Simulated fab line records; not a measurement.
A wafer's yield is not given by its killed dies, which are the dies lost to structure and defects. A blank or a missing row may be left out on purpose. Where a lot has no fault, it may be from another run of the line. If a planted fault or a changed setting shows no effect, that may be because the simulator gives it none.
fab line records | flow nand_harc
record: lots: 7 | wafers: 21 | last_day: 31
route steps=1302 shown A_CHANNEL_FILL_D2@620 A_STAIRCASE@639 END@1302
lots that met no fault: from a run of the same line without faults
start_h: hours from the record's opening day to when the first of the lot's shown wafers began | wait_h: hours elapsed since this lot's preceding step | " the same as in the row above | L1.1+2: several wafers, shown together as one row | - no value, or no start was given | * or withheld: withheld | < > ~ a bound
route shown NAME@n: NAME is a module with steps in the file, n the number in the route of the first one | usual: mean/standard deviation of fault-free wafers | same: alike in all rows | chamber/n: place in a boat | sites: per-site readings | _std_site: their standard deviation | _edge_site: inner sites' mean taken away from outer sites' mean | radius_mm: how far each site lies from the wafer's centre | mask NAME#n: copy n | behind: the tool/chamber that last shaped the wafer | hold: why the lot went on hold/how many hours it stayed there/how the hold came to an end | device: the transistor (n, p or np) that didn't switch | end of line: the route-end tests of the same wafers | a step without rows: its recipe alone | killed: the dies lost at the first sort to structure and to defects; this is not the yield of the wafer | map: dies across one wafer; x = killed, . = not, _ = none there
set.NAME: the setting the step ran with; set.NAME@STEP: the setting that earlier step ran with | model.NAME: the simulator's own value behind a step, which no gauge read
a table for each step, a row for each wafer; lots at some steps of the route
services: a tool's chamber out of use, with start hour (start_h, from the record's first day; less than 0 if before it), hours out, and reason
== steps ==
step: NHARC_A_CHANNEL_FILL_D2_ETCHBACK_20
recipe: target_depth_a: 270 | time_s: 13.5 | c4f8_flow_sccm: withheld | o2_flow_sccm: 8 | ar_flow_sccm: withheld | rf_w: 600 | bias_w: 1500 | chemistry: C4F8/O2/Ar
step: NHARC_A_CHANNEL_FILL_D2_STRIP_28
recipe: time_s: 20 | o2_flow_sccm: 500 | ar_flow_sccm: 0 | bias_w: 0 | chemistry: O2
usual: drypump_motor_current_A: 5.8/0.36 | oes_product_au: 1.003/0.012 | rf_vpp_V: 57.9/0.87 | showerhead_plenum_p_Torr: 3.53/0.13 | throttle_valve_pct: 17.036/0.0091
lot.wafer | tool        | chamber | start_h | wait_h | drypump_motor_current_A | oes_product_au | rf_hours_counter_h | rf_vpp_V | showerhead_plenum_p_Torr | throttle_valve_pct
L530.3    | rie_diel-06 | 2       | 328.50  | 0.1    | 5.6                     | 0.998          | 1                  | 59.0     | 3.41                     | 17.037
L530.6    | "           | 3       | "       | "      | 5.2                     | 1.002          | -                  | 58.7     | 3.79                     | 17.027
L530.5    | "           | 0       | "       | "      | 6.0                     | 1.009          | -                  | 58.8     | 3.41                     | 17.034
L531.4    | rie_diel-08 | 0       | 328.52  | 0.1    | 5.7                     | 1.010          | 25                 | 57.6     | 3.41                     | 17.046
L531.2    | "           | 3       | "       | "      | 5.3                     | 1.003          | 25                 | 58.0     | 3.70                     | 17.031
L531.6    | "           | 1       | "       | "      | 6.2                     | 1.015          | -                  | 57.9     | 3.41                     | 17.035
L534.1    | rie_diel-06 | 1       | 373.23  | 0.1    | 5.8                     | 1.012          | 1                  | 57.4     | 3.36                     | 17.031
L534.2    | "           | 2       | "       | "      | 5.6                     | 1.014          | 1                  | 57.5     | 3.41                     | 17.047
L534.5    | "           | 1       | "       | "      | 5.9                     | 1.005          | -                  | 56.5     | 3.36                     | 17.021
L536.2    | rie_diel-04 | 2       | 405.31  | 0.1    | 5.3                     | 1.019          | 1                  | 57.4     | 3.66                     | 17.043
L536.5    | "           | 2       | "       | "      | 5.3                     | 1.013          | -                  | 57.8     | 3.66                     | 17.043
L536.6    | "           | 3       | "       | "      | 5.6                     | 0.979          | -                  | 58.7     | 3.65                     | 17.037
L546.2    | rie_diel-04 | 1       | 495.91  | 0.1    | 6.4                     | 1.010          | 3                  | 56.6     | 3.55                     | 17.043
L546.6    | "           | 3       | "       | "      | 5.6                     | 0.984          | -                  | 59.4     | 3.65                     | 17.029
L546.4    | "           | 0       | "       | "      | 5.6                     | 0.987          | -                  | 58.1     | 3.58                     | 17.034
L545.1    | rie_diel-04 | 0       | 501.19  | 0.1    | 5.6                     | 0.983          | 4                  | 57.5     | 3.58                     | 17.038
L545.2    | "           | 1       | "       | "      | 6.4                     | 1.018          | 3                  | 57.1     | 3.55                     | 17.040
L545.3    | "           | 3       | "       | "      | 5.6                     | 0.981          | 3                  | 58.4     | 3.65                     | 17.036
L547.3    | rie_diel-06 | 1       | 501.22  | 0.1    | 5.9                     | 1.002          | 0                  | 58.4     | 3.36                     | 17.024
L547.1    | "           | 2       | "       | "      | 5.6                     | 1.005          | 0                  | 57.6     | 3.41                     | 17.043
L547.5    | "           | 0       | "       | "      | 5.9                     | 1.013          | -                  | 56.4     | 3.41                     | 17.029
step: NHARC_A_CHANNEL_FILL_D2_PRECLEAN_21
recipe: time_s: 30 | chemistry: dHF
step: NHARC_A_CHANNEL_FILL_D2_SRD_23
step: NHARC_A_CHANNEL_FILL_D2_CVD_05
recipe: target_thk_a: 50 | temp_c: 550 | material: poly-Si
step: NHARC_A_CHANNEL_FILL_D2_ANNEAL_22
recipe: temp_c: 620 | time_s: 7200
step: NHARC_A_CHANNEL_FILL_D2_THK_MEAS_06
recipe: thk_meas_gauge: ellipsometry
usual: thk_nm: 5.1/0.95
lot.wafer | tool          | chamber | start_h | wait_h | thk_nm
L531.2    | film_metro-02 | -       | 341.51  | 0.4    | 7.5
L531.4    | "             | -       | "       | "      | 5.4
L531.6    | "             | -       | "       | "      | 4.8
L530.3    | film_metro-01 | -       | 341.51  | 0.4    | 4.8
L530.5    | "             | -       | "       | "      | 6.2
L530.6    | "             | -       | "       | "      | 5.4
L534.1    | film_metro-01 | -       | 385.17  | 0.4    | 4.8
L534.2    | "             | -       | "       | "      | 5.5
L534.5    | "             | -       | "       | "      | 5.3
L536.2    | film_metro-02 | -       | 417.99  | 0.4    | 6.1
L536.5    | "             | -       | "       | "      | 4.4
L536.6    | "             | -       | "       | "      | 5.6
L546.2    | film_metro-01 | -       | 507.77  | 0.4    | 6.4
L546.4    | "             | -       | "       | "      | 3.6
L546.6    | "             | -       | "       | "      | 4.4
L545.1    | film_metro-01 | -       | 513.26  | 0.4    | 5.6
L545.2    | "             | -       | "       | "      | 5.0
L545.3    | "             | -       | "       | "      | 5.6
L547.1    | film_metro-02 | -       | 513.26  | 0.4    | 5.0
L547.3    | "             | -       | "       | "      | 4.8
L547.5    | "             | -       | "       | "      | 6.2
step: NHARC_A_CHANNEL_FILL_D2_ALD_25
recipe: target_thk_a: 600 | pulse_time_s: 10 | ald_cycles: 600 | temp_c: 300 | material: SiOx
step: NHARC_A_CHANNEL_FILL_D2_ETCHBACK_08
recipe: target_depth_a: 2200 | time_s: 110 | c4f8_flow_sccm: 20 | ar_flow_sccm: withheld | rf_w: 600 | bias_w: 300 | chemistry: C4F8
step: NHARC_A_CHANNEL_FILL_D2_STRIP_29
recipe: time_s: 20 | o2_flow_sccm: 500 | ar_flow_sccm: 0 | bias_w: 0 | chemistry: O2
usual: drypump_motor_current_A: 5.7/0.33 | oes_product_au: 1.004/0.012 | rf_vpp_V: 57.6/0.84 | showerhead_plenum_p_Torr: 3.52/0.14 | throttle_valve_pct: 17.036/0.009
lot.wafer | tool        | chamber | start_h | wait_h | drypump_motor_current_A | oes_product_au | rf_hours_counter_h | rf_vpp_V | showerhead_plenum_p_Torr | throttle_valve_pct
L531.4    | rie_diel-06 | 3       | -       | -      | 5.3                     | 1.008          | 0.7                | 59.2     | 3.79                     | 17.044
L531.2    | "           | 0       | "       | "      | 6.0                     | 1.004          | 0.8                | 57.9     | 3.41                     | 17.047
L531.6    | "           | 3       | "       | "      | 5.3                     | 0.997          | -                  | 58.1     | 3.79                     | 17.042
L530.3    | rie_diel-06 | 3       | -       | -      | 5.3                     | 1.013          | 0.7                | 59.0     | 3.79                     | 17.035
L530.5    | "           | 2       | "       | "      | 5.6                     | 1.009          | -                  | 58.7     | 3.41                     | 17.043
L530.6    | "           | 3       | "       | "      | 5.3                     | 1.020          | -                  | 59.5     | 3.79                     | 17.033
L534.1    | rie_diel-06 | 0       | 390.98  | 0.1    | 6.0                     | 0.998          | 2.2                | 57.4     | 3.41                     | 17.018
L534.2    | "           | 1       | "       | "      | 5.9                     | 1.013          | 2.1                | 58.4     | 3.36                     | 17.063
L534.5    | "           | 1       | "       | "      | 5.9                     | 0.995          | -                  | 56.3     | 3.36                     | 17.034
L536.2    | rie_diel-06 | 1       | 424.56  | 0.1    | 5.9                     | 0.989          | 3.0                | 57.1     | 3.36                     | 17.035
L536.6    | "           | 0       | "       | "      | 6.0                     | 1.008          | -                  | 57.7     | 3.41                     | 17.038
L536.5    | "           | 2       | "       | "      | 5.6                     | 0.989          | -                  | 57.5     | 3.41                     | 17.039
L546.2    | rie_diel-06 | 0       | -       | -      | 5.9                     | 1.008          | 0.7                | 58.2     | 3.41                     | 17.055
L546.4    | "           | 1       | "       | "      | 5.9                     | 1.005          | 0.8                | 57.8     | 3.36                     | 17.033
L546.6    | "           | 0       | "       | "      | 5.9                     | 1.018          | -                  | 59.3     | 3.41                     | 17.037
L545.3    | rie_diel-04 | 3       | -       | -      | 5.6                     | 0.989          | 4.0                | 57.2     | 3.65                     | 17.046
L545.2    | "           | 0       | "       | "      | 5.6                     | 0.991          | 4.3                | 57.3     | 3.58                     | 17.025
L545.1    | "           | 1       | "       | "      | 6.4                     | 1.010          | 4.3                | 58.7     | 3.55                     | 17.040
L547.1    | rie_diel-06 | 3       | -       | -      | 5.3                     | 1.003          | 0.8                | 57.7     | 3.79                     | 17.040
L547.3    | "           | 0       | "       | "      | 5.9                     | 1.013          | 0.8                | 57.2     | 3.41                     | 17.043
L547.5    | "           | 3       | "       | "      | 5.3                     | 1.001          | -                  | 57.6     | 3.79                     | 17.027
step: NHARC_A_CHANNEL_FILL_D2_PRECLEAN_30
recipe: time_s: 30 | chemistry: dHF
step: NHARC_A_CHANNEL_FILL_D2_SRD_31
step: NHARC_A_CHANNEL_FILL_D2_CVD_09
recipe: target_thk_a: 1500 | temp_c: 620 | pressure_mtorr: 200 | time_s: 3000 | material: poly-Si
usual: spike_tc_top_C: 640.6/1.7 | zone_power_upper_pct: 8.7/0.99
lot.wafer | tool          | chamber | start_h | wait_h | spike_tc_top_C | zone_power_upper_pct
L530.3    | lpcvd_poly-04 | 0       | 349.65  | 2.2    | 641.3          | 7.9
L530.5    | "             | 0       | "       | "      | 640.0          | 8.1
L530.6    | "             | 0       | "       | "      | 641.2          | 8.0
L531.2    | lpcvd_poly-04 | 0       | 349.65  | 2.3    | 642.2          | 7.9
L531.4    | "             | 0       | "       | "      | 641.4          | 7.9
L531.6    | "             | 0       | "       | "      | 639.9          | 7.9
L534.1    | lpcvd_poly-01 | 0       | 395.77  | 4.7    | 639.4          | 10.1
L534.2    | "             | 0       | "       | "      | 638.2          | 10.2
L534.5    | "             | 0       | "       | "      | 639.1          | 10.0
L536.2    | lpcvd_poly-03 | 0       | 426.32  | 1.6    | 641.6          | 9.3
L536.5    | "             | 0       | "       | "      | 639.6          | 9.4
L536.6    | "             | 0       | "       | "      | 640.3          | 9.3
L546.2    | lpcvd_poly-04 | 0       | 515.98  | 2.3    | 642.4          | 7.8
L546.4    | "             | 0       | "       | "      | 642.2          | 8.0
L546.6    | "             | 0       | "       | "      | 641.4          | 8.1
L545.1    | lpcvd_poly-04 | 0       | 521.37  | 2.3    | 640.2          | 8.1
L545.2    | "             | 0       | "       | "      | 642.0          | 7.9
L545.3    | "             | 0       | "       | "      | 640.7          | 8.0
L547.1    | lpcvd_poly-04 | 0       | 521.37  | 2.2    | 641.2          | 8.0
L547.3    | "             | 0       | "       | "      | 641.2          | 8.1
L547.5    | "             | 0       | "       | "      | 642.5          | 7.9
step: NHARC_A_CHANNEL_FILL_D2_CMP_10
recipe: target_thk_nm: 150
usual: motor_current_A: 11.4/1.3 | time_to_endpoint_s: 14/4.2
lot.wafer | tool   | chamber | start_h | wait_h | motor_current_A | time_to_endpoint_s
L531.2    | cmp-02 | 3       | 352.90  | 0.5    | 10.9            | 14
L531.4    | "      | 0       | "       | "      | 10.1            | 14
L531.6    | "      | 0       | "       | "      | 9.9             | 15
L530.3    | cmp-03 | 0       | 352.95  | 0.5    | 10.7            | 21
L530.5    | "      | 0       | "       | "      | 11.3            | 23
L530.6    | "      | 1       | "       | "      | 12.2            | 21
L534.2    | cmp-04 | 3       | 399.02  | 0.4    | 11.0            | 13
L534.1    | "      | 0       | "       | "      | 10.6            | 13
L534.5    | "      | 2       | "       | "      | 11.4            | 14
L536.2    | cmp-03 | 2       | 429.54  | 0.4    | 13.3            | 15
L536.5    | "      | 0       | "       | "      | 10.9            | 20
L536.6    | "      | 1       | "       | "      | 13.5            | 19
L546.4    | cmp-03 | 1       | 519.20  | 0.4    | 12.8            | 19
L546.2    | "      | 2       | "       | "      | 13.1            | 17
L546.6    | "      | 0       | "       | "      | 11.1            | 19
L545.1    | cmp-03 | 1       | 524.56  | 0.4    | 12.4            | 20
L545.2    | "      | 2       | "       | "      | 12.5            | 17
L545.3    | "      | 3       | "       | "      | 9.4             | 12
L547.3    | cmp-04 | 0       | 524.61  | 0.4    | 10.3            | 13
L547.1    | "      | 1       | "       | "      | 15.2            | 13
L547.5    | "      | 3       | "       | "      | 11.8            | 15
step: NHARC_A_CHANNEL_FILL_D2_SRD_12
step: NHARC_A_CHANNEL_FILL_D2_RTA_24
recipe: temp_c: 1000 | time_s: 5
step: NHARC_A_STAIRCASE_DEP_156
recipe: target_thk_a: 500 | temp_c: 400 | target_thk_nm: 50 | flow_sccm: 200 | rf_w: 450 | material: SiNx
usual: heater_power_w: 691/96 | showerhead_vpp_V: 1301/47
lot.wafer | tool     | chamber | start_h | wait_h | heater_power_w | showerhead_vpp_V
L531.2    | pecvd-03 | 0       | 353.64  | 0.1    | 640            | 1264
L531.4    | "        | 1       | "       | "      | 708            | 1326
L531.6    | "        | 0       | "       | "      | 674            | 1266
L530.3    | pecvd-04 | 1       | 353.78  | 0.1    | 670            | 1238
L530.5    | "        | 0       | "       | "      | 803            | 1336
L530.6    | "        | 2       | "       | "      | 675            | 1340
L534.2    | pecvd-04 | 0       | 399.68  | 0.1    | 932            | 1363
L534.1    | "        | 1       | "       | "      | 673            | 1231
L534.5    | "        | 0       | "       | "      | 926            | 1368
L536.2    | pecvd-03 | 1       | 430.33  | 0.2    | 590            | 1337
L536.5    | "        | 2       | "       | "      | 527            | 1320
L536.6    | "        | 0       | "       | "      | 667            | 1257
L546.2    | pecvd-03 | 2       | 519.86  | 0.1    | 603            | 1352
L546.6    | "        | 1       | "       | "      | 687            | 1332
L546.4    | "        | 0       | "       | "      | 651            | 1228
L547.3    | pecvd-03 | 1       | 525.24  | 0.1    | 569            | 1298
L547.1    | "        | 0       | "       | "      | 641            | 1235
L547.5    | "        | 2       | "       | "      | 569            | 1301
L545.3    | pecvd-01 | 0       | 525.25  | 0.1    | 803            | 1281
L545.1    | "        | 1       | "       | "      | 734            | 1379
L545.2    | "        | 2       | "       | "      | 719            | 1270
step: NHARC_A_STAIRCASE_DEHYDRATE_158
recipe: temp_c: 150 | time_s: 120
step: NHARC_A_STAIRCASE_HMDS_159
recipe: time_s: 30
step: NHARC_A_STAIRCASE_COAT_160
recipe: spin_rpm: 1200
step: NHARC_A_STAIRCASE_SOFTBAKE_161
recipe: temp_c: 135 | time_s: 170
step: NHARC_A_STAIRCASE_EBR_162
step: NHARC_A_STAIRCASE_EXPOSE_163
recipe: na: 0.5 | dose_mj: 20.01 | mask_id: STAIR_OPEN
step: NHARC_A_STAIRCASE_PEB_164
recipe: peb_temp_c: 115 | peb_time_s: 130
step: NHARC_A_STAIRCASE_DEVELOP_165
recipe: time_s: 140
step: NHARC_A_STAIRCASE_HARDBAKE_167
recipe: temp_c: 120 | time_s: 140
step: NHARC_A_STAIRCASE_DESCUM_168
recipe: time_s: 3 | o2_flow_sccm: 200 | ar_flow_sccm: 0 | bias_power_w: 0 | chemistry: O2
step: NHARC_A_STAIRCASE_ETCH_169
recipe: target_depth_a: 500 | time_s: 107.1 | ion_energy_ev: 120 | ch3f_flow_sccm: 50 | o2_flow_sccm: 30 | ar_flow_sccm: 200 | rf_w: 500 | bias_w: 100 | chemistry: CH3F/O2
step: NHARC_A_STAIRCASE_ETCH_170
recipe: target_depth_a: 2000 | time_s: 66.667 | ion_energy_ev: 250 | c4f6_flow_sccm: 25 | o2_flow_sccm: 20 | ar_flow_sccm: 500 | rf_w: 600 | bias_w: 500 | chemistry: C4F6/O2
step: NHARC_A_STAIRCASE_STRIP_171
recipe: power_w: 1500 | temp_c: 250 | chemistry: O2
usual: drypump_motor_current_A: 5.62/0.17 | heater_power_w: 315/23 | temp_c: 250.00/0.18
lot.wafer | tool            | chamber | start_h | wait_h | drypump_motor_current_A | heater_power_w | rf_hours_counter_h | temp_c
L531.2    | plasma_asher-01 | 1       | 354.97  | -      | 5.67                    | 307            | 1                  | 249.98
L531.4    | "               | 1       | "       | "      | 5.69                    | 307            | -                  | 249.81
L531.6    | "               | 1       | "       | "      | 5.65                    | 309            | -                  | 249.51
L530.3    | plasma_asher-02 | 0       | 355.20  | -      | 5.78                    | 339            | -                  | 249.73
L530.6    | "               | 1       | "       | "      | 5.68                    | 286            | -                  | 250.05
L530.5    | "               | 0       | "       | "      | 5.78                    | 336            | -                  | 249.76
L534.2    | plasma_asher-02 | 0       | 401.11  | -      | 5.79                    | 340            | 27                 | 249.95
L534.1    | "               | 1       | "       | "      | 5.67                    | 296            | 27                 | 249.88
L534.5    | "               | 0       | "       | "      | 5.77                    | 334            | -                  | 249.71
L536.2    | plasma_asher-01 | 0       | 431.90  | -      | 5.34                    | 305            | 15                 | 249.97
L536.5    | "               | 1       | "       | "      | 5.69                    | 312            | -                  | 249.71
L536.6    | "               | 0       | "       | "      | 5.33                    | 302            | -                  | 250.31
L546.2    | plasma_asher-02 | 0       | 521.78  | -      | 5.75                    | 357            | 20                 | 250.33
L546.4    | "               | 1       | "       | "      | 5.70                    | 312            | -                  | 249.91
L546.6    | "               | 0       | "       | "      | 5.72                    | 365            | -                  | 250.13
L547.1    | plasma_asher-02 | 1       | 526.69  | -      | 5.72                    | 299            | 21                 | 250.42
L547.3    | "               | 0       | "       | "      | 5.80                    | 356            | -                  | 250.00
L547.5    | "               | 1       | "       | "      | 5.68                    | 300            | -                  | 250.18
L545.1    | plasma_asher-02 | 0       | 530.71  | -      | 5.77                    | 366            | 23                 | 250.01
L545.2    | "               | 1       | "       | "      | 5.70                    | 301            | 23                 | 249.96
L545.3    | "               | 0       | "       | "      | 5.73                    | 367            | -                  | 250.06
step: NHARC_A_STAIRCASE_STRIP_172
recipe: time_s: 900 | temp_c: 130 | chemistry: SPM
step: NHARC_A_STAIRCASE_PRECLEAN_173
recipe: time_s: * | temp_c: 50 | bath_age_min: 0 | chemistry: SC1
step: NHARC_A_STAIRCASE_SRD_174
step: NHARC_A_STAIRCASE_DEHYDRATE_01
recipe: temp_c: 150 | time_s: 120
step: NHARC_A_STAIRCASE_HMDS_02
recipe: time_s: 30
step: NHARC_A_STAIRCASE_COAT_03
recipe: spin_rpm: 1200
step: NHARC_A_STAIRCASE_SOFTBAKE_04
recipe: temp_c: 135 | time_s: 170
step: NHARC_A_STAIRCASE_EBR_05
step: NHARC_END_SORT_01
recipe: temp_c: 25
usual: killed_at_array: 52/19 | killed_at_other: 0.9/1.3 | killed_at_periphery: 4/3.1 | killed_dies: 57/18 | killed_open: 3.2/1.7 | killed_short: 2.3/1.4
same: gross_dies: 677
lot.wafer | tool      | chamber | start_h | wait_h | killed_at_array | killed_at_other | killed_at_periphery | killed_dies | killed_open | killed_short
L547.1    | prober-02 | 0       | 738.20  | 2.5    | 113             | 0               | 5                   | 118         | 3           | 4
L547.3    | prober-02 | 0       | 739.80  | 3.1    | 129             | 0               | 2                   | 131         | 0           | 3
L547.5    | prober-02 | 0       | 741.40  | 3.7    | 122             | 0               | 3                   | 125         | 2           | 5
L546.2    | prober-01 | 0       | 738.90  | 2.8    | 100             | 1               | 6                   | 107         | 4           | 3
L546.4    | prober-01 | 0       | 740.49  | 3.4    | 102             | 0               | 10                  | 112         | 2           | 1
L546.6    | prober-01 | 0       | 742.08  | 4.0    | 100             | 0               | 7                   | 107         | 4           | 1
L545.1    | prober-01 | 0       | 745.87  | 2.5    | 117             | 0               | 1                   | 118         | 1           | 2
L545.2    | prober-01 | 0       | 746.67  | 2.8    | 110             | 0               | 8                   | 118         | 3           | 2
L545.3    | prober-01 | 0       | 747.47  | 3.1    | 114             | 0               | 2                   | 116         | 3           | 1
killed by level:class
L547.1 A_CHANNEL_FILL_D2:unspecified=78 A_SLIT:chamber_film_flake=16 A_CONTACT:chamber_film_flake=8 A_ZERO_WELL:chamber_film_flake=2 A_CHANNEL_HOLE_D1:chamber_film_flake=2 P_GATE:geometric_particle:open=1 P_CONTACT:geometric_particle:short=1 P_M0:geometric_particle:open=1
L546.2 A_CHANNEL_FILL_D2:unspecified=69 A_CONTACT:chamber_film_flake=12 A_CHANNEL_HOLE_D1:chamber_film_flake=7 A_SLIT:chamber_film_flake=4 P_BONDPAD:chamber_film_flake=3 P_GATE:chamber_film_flake=2 P_CONTACT:geometric_particle:open=1 A_ONON_D2:geometric_particle:short=1
L547.3 A_CHANNEL_FILL_D2:unspecified=78 A_SLIT:chamber_film_flake=29 A_CONTACT:chamber_film_flake=8 A_CHANNEL_HOLE_D1:chamber_film_flake=7 A_CHANNEL_HOLE_D2:chamber_film_flake=3 A_ZERO_WELL:chamber_film_flake=2 P_GATE:geometric_particle:short=1 P_M0:geometric_particle:short=1
L546.4 A_CHANNEL_FILL_D2:unspecified=77 A_CHANNEL_HOLE_D1:chamber_film_flake=13 A_CONTACT:chamber_film_flake=8 P_GATE:chamber_film_flake=3 A_SLIT:chamber_film_flake=3 P_M1:chamber_film_flake=2 P_BONDPAD:chamber_film_flake=2 P_GATE:geometric_particle:open=1
L547.5 A_CHANNEL_FILL_D2:unspecified=71 A_SLIT:chamber_film_flake=32 A_CONTACT:chamber_film_flake=7 A_CHANNEL_HOLE_D1:chamber_film_flake=5 A_ONON_D1:geometric_particle:short=2 P_GATE:geometric_particle:open=1 P_GATE:geometric_particle:short=1 A_ONON_D2:geometric_particle:short=1
L546.6 A_CHANNEL_FILL_D2:unspecified=69 A_CHANNEL_HOLE_D1:chamber_film_flake=13 A_CONTACT:chamber_film_flake=10 P_GATE:chamber_film_flake=4 A_SLIT:chamber_film_flake=2 P_CONTACT:geometric_particle:open=1 P_M2:geometric_particle:short=1 A_ONON_D1:geometric_particle:open=1
L545.1 A_CHANNEL_FILL_D2:unspecified=70 A_CHANNEL_HOLE_D2:chamber_film_flake=21 A_CHANNEL_HOLE_D1:chamber_film_flake=10 A_CONTACT:chamber_film_flake=7 A_WL_FILL:chamber_film_flake=3 A_SLIT:chamber_film_flake=2 A_CHANNEL_FILL_D1:geometric_particle:short=1 A_DECK1_JOINT:geometric_particle:open=1
L545.2 A_CHANNEL_FILL_D2:unspecified=74 A_CHANNEL_HOLE_D2:chamber_film_flake=16 A_WL_FILL:chamber_film_flake=5 A_CONTACT:chamber_film_flake=5 A_SLIT:chamber_film_flake=4 P_GATE:chamber_film_flake=3 P_M1:chamber_film_flake=2 A_CHANNEL_HOLE_D1:chamber_film_flake=2
L545.3 A_CHANNEL_FILL_D2:unspecified=72 A_CHANNEL_HOLE_D2:chamber_film_flake=13 A_CHANNEL_HOLE_D1:chamber_film_flake=9 A_SLIT:chamber_film_flake=6 A_CONTACT:chamber_film_flake=4 A_DECK1_JOINT:chamber_film_flake=3 A_WL_FILL:chamber_film_flake=3 P_M1:geometric_particle:open=1
map L545.1 (x killed, . not)
____________.____________
_________.....x._________
_______x.........._______
______.............______
_____..............._____
____.................____
____...x.............____
___.x.................___
___..x...x............___
__..xx.xx..............__
__..xxxxxx.x......x....__
_..xxxxxxxx......x......_
_..xxxxxxxxx.......x...._
_...xxxxxxx..x..x......._
_...xxxxxxxx..x........._
_...xxxxxxxxxxx.x......._
...xxxxxxx.x.x...x.......
....xxxxxxx..xxxx........
....x..x.x.xxxxxx........
............x..x.........
..........x.xxx........x.
_...x....x.x..x........._
_......................._
_......................._
_..x......x............._
_......................._
__.....................__
__...........x.........__
___...x...............___
___..................x___
____..x...x..........____
____.................____
_____..............._____
______x.........x..______
_______.........x._______
_________......._________
____________.____________
map L546.4 (x killed, . not)
____________.____________
_________......._________
_______..........._______
______.....x.......______
_____..............._____
____.................____
____.......xx........____
___.xxx...............___
___..x.x.x............___
__..xxxx...x.xx........__
__x.xxxxxxx............__
_...xxxxxxxx............_
_..xxxxxxx.............._
_...xxxxxxx...x.....x..._
_..xxxxxxxxxx..xxx......_
_.xxxxxxxx..xxx......x.._
....xxxxxx..xx...........
...xxxxxxxxx.xx...x......
.....xxxx.x...x..........
......xxx..x.x...........
............x............
_.....x................._
_......................._
_......................._
_......................._
_......................._
__.....................__
__........x............__
___...................___
___......x............___
____........x........____
____.....xx..x.......____
_____..............._____
______.............______
_______..........._______
_________......._________
____________.____________
== services ==
tool            | chamber | start_h | hours | kind
rie_diel-04     | 2       | 304.78  | 22.5  | repair
rie_diel-06     | -       | 307.24  | 9.0   | pm
rie_diel-04     | 0       | 310.46  | 4.5   | repair
rie_diel-04     | 3       | 319.01  | 5.8   | repair
plasma_asher-02 | -       | 328.89  | 4.2   | repair
cmp-03          | -       | 342.02  | 0.4   | repair
pecvd-03        | -       | 349.53  | 1.3   | repair
rie_diel-06     | -       | 351.27  | 0.7   | repair
rie_diel-04     | -       | 352.16  | 0.8   | repair
rie_diel-04     | -       | 354.90  | 9.0   | pm
rie_diel-06     | 3       | 363.33  | 100.2 | repair
pecvd-03        | -       | 366.25  | 13.0  | pm
cmp-03          | -       | 393.01  | 4.0   | pm
rie_diel-06     | -       | 394.53  | 1.2   | repair
plasma_asher-02 | -       | 426.05  | 9.0   | pm
rie_diel-04     | 3       | 448.15  | 23.6  | repair
rie_diel-06     | 1       | 454.17  | 10.1  | repair
cmp-03          | -       | 468.33  | 2.2   | repair
rie_diel-06     | 3       | 481.47  | 6.1   | repair
rie_diel-06     | -       | 484.24  | 9.0   | pm
cmp-03          | -       | 491.01  | 4.0   | pm
rie_diel-06     | -       | 500.15  | 0.2   | repair
rie_diel-04     | 2       | 522.40  | 8.5   | repair
rie_diel-06     | 3       | 523.35  | 2.8   | repair
== key ==
first_sign: step: NHARC_END_SORT_01 | reading: killed_dies | direction: up | sigmas: 3.3 | usual: 57 | struck: 117
effect: step: NHARC_END_SORT_01 | reading: killed_at_array | direction: up | sigmas: 3.2 | usual: 52 | struck: 112
more_kills_born_at: NHARC_A_CHANNEL_FILL_D2_CVD_09@lpcvd_poly-04: 658
met_at NHARC_A_CHANNEL_FILL_D2_CVD_09
struck_wafers L545.1,L545.2,L545.3,L546.2,L546.4,L546.6,L547.1,L547.3,L547.5
tester_left_out L545,L546,L547
also_fits time
fault: kind: chamber_particle_source | tool: lpcvd_poly-04 | chamber: - | onset_h: 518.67 | steps: NHARC_A_CHANNEL_FILL_D2_CVD_09 | rate_per_visit_cm2: 0.47161 | end_h: 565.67
tester_left_out: of these lots the tester's yield and bins aren't shown, on N5 and GAA mostly nor the transistor test; their killed dies are dies lost to structure and defects alone, not to doping, threshold or leakage, so they don't give the yield
